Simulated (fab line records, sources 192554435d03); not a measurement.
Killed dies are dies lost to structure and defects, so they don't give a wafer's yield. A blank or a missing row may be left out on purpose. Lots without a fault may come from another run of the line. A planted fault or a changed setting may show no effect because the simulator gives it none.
Chamber matching | flow n5_finfet | N5_BEOL_M14_ETCH_59 on rie_diel-01: 4 sister chambers
The step etches BARC in N2/H2, target depth 89 nm, overetch 26.7 nm, time 67.9 s. 22 wafers are shown with their chamber, then 11 later ones without.

WAFERS WITH THEIR CHAMBER
wafer  | chamber | showerhead_plenum_p_Torr (Torr) | drypump_motor_current_A (A) | throttle_valve_pct (%)
L074.4 | 3       | 2.48                            | 5.8                         | 17.45
L074.5 | 2       | 2.69                            | 5.6                         | 17.38
L074.6 | 1       | 2.61                            | 5.9                         | 18.00
L080.1 | 0       | 2.61                            | 6.0                         | 18.06
L080.2 | 2       | 2.69                            | 5.6                         | 17.38
L080.5 | 3       | 2.48                            | 5.7                         | 17.47
L078.1 | 1       | 2.61                            | 5.9                         | 18.01
L078.2 | 2       | 2.69                            | 5.6                         | 17.39
L078.4 | 0       | 2.61                            | 6.0                         | 18.04
L082.1 | 2       | 2.69                            | 5.6                         | 17.40
L082.4 | 3       | 2.47                            | 5.8                         | 17.48
L082.5 | 2       | 2.69                            | 5.5                         | 17.41
L085.1 | 2       | 2.68                            | 5.6                         | 17.41
L085.3 | 3       | 2.47                            | 5.7                         | 17.48
L085.5 | 2       | 2.68                            | 5.5                         | 17.42
L087.1 | 2       | 2.68                            | 5.5                         | 17.43
L087.5 | 2       | 2.68                            | 5.5                         | 17.42
L087.6 | 3       | 2.47                            | 5.7                         | 17.51
L089.3 | 0       | 2.60                            | 6.0                         | 17.70
L089.5 | 2       | 2.68                            | 5.6                         | 17.43
L089.6 | 3       | 2.46                            | 5.8                         | 17.52
L091.2 | 3       | 2.46                            | 5.8                         | 17.52

SIGNATURES (means of the wafers above)
reading                  | chamber 0 | chamber 1 | chamber 2 | chamber 3 | scatter within a chamber
showerhead_plenum_p_Torr | 2.6067    | 2.6100    | 2.6850    | 2.4700    | 0.00631
drypump_motor_current_A  | 6.000     | 5.900     | 5.560     | 5.757     | 0.0478
throttle_valve_pct       | 17.9333   | 18.0050   | 17.4070   | 17.4900   | 0.0705
Rule: a wafer's distance from a chamber is the root of the sum, over the readings, of the square of ((its reading less the chamber's mean) divided by the reading's scatter). The wafer belongs to the nearest chamber; if the next one is less than 2 further off, it can't be placed. The scatter: the root of (the sum of the squares of (reading less its chamber's mean) over the shown wafers, divided by (wafers less chambers)).

WAFERS WITHOUT THEIR CHAMBER
wafer  | showerhead_plenum_p_Torr (Torr) | drypump_motor_current_A (A) | throttle_valve_pct (%)
L091.3 | 2.60                            | 6.0                         | 17.72
L091.5 | 2.60                            | 5.9                         | 18.07
L092.1 | 2.60                            | 6.0                         | 17.72
L092.4 | 2.68                            | 5.5                         | 17.45
L092.6 | 2.60                            | 6.0                         | 17.73
L095.1 | 2.59                            | 5.9                         | 18.07
L095.5 | 2.46                            | 5.7                         | 17.56
L095.6 | 2.67                            | 5.6                         | 17.46
L097.3 | 2.45                            | 5.7                         | 17.56
L097.4 | 2.59                            | 6.0                         | 17.74
L097.6 | 2.45                            | 5.7                         | 17.56

WHICH CHAMBER EACH WENT THROUGH
wafer  | from the rows above     | in truth
L091.3 | can't be placed: 0 or 1 | 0
L091.5 | can't be placed: 1 or 0 | 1
L092.1 | can't be placed: 0 or 1 | 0
L092.4 | 2                       | 2
L092.6 | can't be placed: 0 or 1 | 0
L095.1 | can't be placed: 1 or 0 | 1
L095.5 | 3                       | 3
L095.6 | 2                       | 2
L097.3 | 3                       | 3
L097.4 | can't be placed: 0 or 1 | 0
L097.6 | 3                       | 3
Placed correctly: 5 of 11. Can't be placed from these rows: 6 (the true chamber is among the candidates in 6). Placed wrongly: 0.
